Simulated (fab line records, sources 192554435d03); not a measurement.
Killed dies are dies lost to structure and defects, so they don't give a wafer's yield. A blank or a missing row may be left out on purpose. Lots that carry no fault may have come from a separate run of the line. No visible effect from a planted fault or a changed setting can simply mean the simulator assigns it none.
Split-lot trial	flow n5 finfet	7 lots, 21 wafers read, on a route of 1938 steps

THE SPLIT ITSELF
At N5_ZERO_LAYER_COAT_05 (resist thk 1000 nm), the setting spin rpm was moved away from the recipe's 1500 rpm on 9 of the 21 wafers read, by -8.3% to +5.8%. This setting was run at the recipe's value on the other wafers.

FROM THE SPLIT TO THE READING: what the file shows between them, 4 steps
- N5_ZERO_LAYER_DEVELOP_10: develop time 60 s (also split here: develop time s)
- N5_ZERO_LAYER_HARDBAKE_23: time 120 s
- N5_ZERO_LAYER_CD_MEAS_11: target cd 2000 nm
- N5_ZERO_LAYER_DESCUM_16: chemistry O2, time 7.9 s

THE READING
coat_of_ZERO_LAYER_COAT_05.thk nm (the simulator's own value, which no gauge read), in nm, at N5_ZERO_LAYER_ETCH_17 (etches SiO2 in CF4, target depth 12 nm, time 13.3 s). There is no usual value for it anywhere in the file. Across the 12 wafers here that went through the recipe, the average is 969.1 nm and the standard deviation 3.7 nm.

wafer	tool, chamber at the split	spin rpm as run, rpm	against the recipe	coat_of_ZERO_LAYER_COAT_05.thk nm, nm	against lot-mates on the recipe
L074.3	litho track-04, 0	1500	recipe	971.6	-
L074.4	litho track-04, 0	1500	recipe	970.6	-
L074.5	litho track-04, 0	1500	recipe	972.1	-
L075.1	litho track-02, 0	1500	recipe	962.3	-
L075.2	litho track-02, 0	1500	recipe	963.6	-
L075.3	litho track-02, 0	1587	+5.8%	937	-26.0
L082.2	litho track-02, 0	1500	recipe	968.2	-
L082.4	litho track-02, 0	1500	recipe	968.7	-
L082.6	litho track-02, 0	1500	recipe	969.7	-
L089.1	litho track-04, 0	1500	recipe	968.7	-
L089.3	litho track-04, 0	1378	-8.1%	1008	+39.3
L089.4	litho track-04, 0	1378	-8.1%	1008	+39.3
L093.3	litho track-02, 0	1500	recipe	965.4	-
L093.4	litho track-02, 0	1376	-8.3%	1013	+47.6
L093.6	litho track-02, 0	1376	-8.3%	1013	+47.6
L094.2	litho track-04, 0	1577	+5.1%	945.5	-26.6
L094.3	litho track-04, 0	1500	recipe	972.1	-
L094.4	litho track-04, 0	1577	+5.1%	945.1	-27.0
L096.2	litho track-03, 0	1555	+3.7%	957.9	-17.7
L096.4	litho track-03, 0	1500	recipe	975.6	-
L096.5	litho track-03, 0	1555	+3.7%	958.1	-17.5

THE FIT
A straight line over all 21 wafers: coat_of_ZERO_LAYER_COAT_05.thk nm changes by -4.87 nm for each +1% of spin rpm; r = -0.98; the points scatter about the line by 3.9 nm.
The same after taking each lot's own level away (the mean of its wafers on the recipe; 21 wafers): -5.17 nm for each +1%; r = -1.00; scatter 2.1 nm.
On that fit, the largest move of spin rpm shifts the reading by 43 nm.
From 962.95 to 975.60 nm: that is the span of the lots' own levels, equal to 3.5 times the standard deviation above.
Consequently the slope shifts little with the lot-to-lot level, the two slopes agreeing.
Check: +42.1 nm against its lot-mates is what the line predicts for one of the wafers moved furthest among these (-8.3%) when that wafer is left out of the fit. It came out at +47.6 nm against them.

OTHER SPLITS APPLIED TO THESE WAFERS
These wafers also went through other splits before the reading. Each is held against what the fit with the lots' levels taken away leaves over:
other split on the same wafers	wafers away from the commonest value	r with coat_of_ZERO_LAYER_COAT_05.thk nm (lot level and that fit taken away)
N5_ZERO_LAYER_DEVELOP_10 develop time s	7	+0.21

THE WHOLE CHAIN: every reading that the file lists as answering this split, in the file's order
step	what it does	reading	change (the file's fit)	r (the file's)
N5_ZERO_LAYER_COAT_05	resist thk 1000 nm	coat_of_ZERO_LAYER_COAT_05.thk nm (the simulator's own value, which no gauge read)	-5.15 nm for each +1% of the setting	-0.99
N5_ZERO_LAYER_ETCH_17	etches SiO2 in CF4, target depth 12 nm, time 13.3 s	coat_of_ZERO_LAYER_COAT_05.thk nm (the simulator's own value, which no gauge read)	-5.13 nm for each +1% of the setting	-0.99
N5_ZERO_LAYER_STRIP_24	strips in O2	strip time to endpoint s	withheld for each +1% of the setting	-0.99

FILE'S OWN FIT
coat_of_ZERO_LAYER_COAT_05.thk nm changes by -5.13 nm for each +1% of spin rpm, r = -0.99.
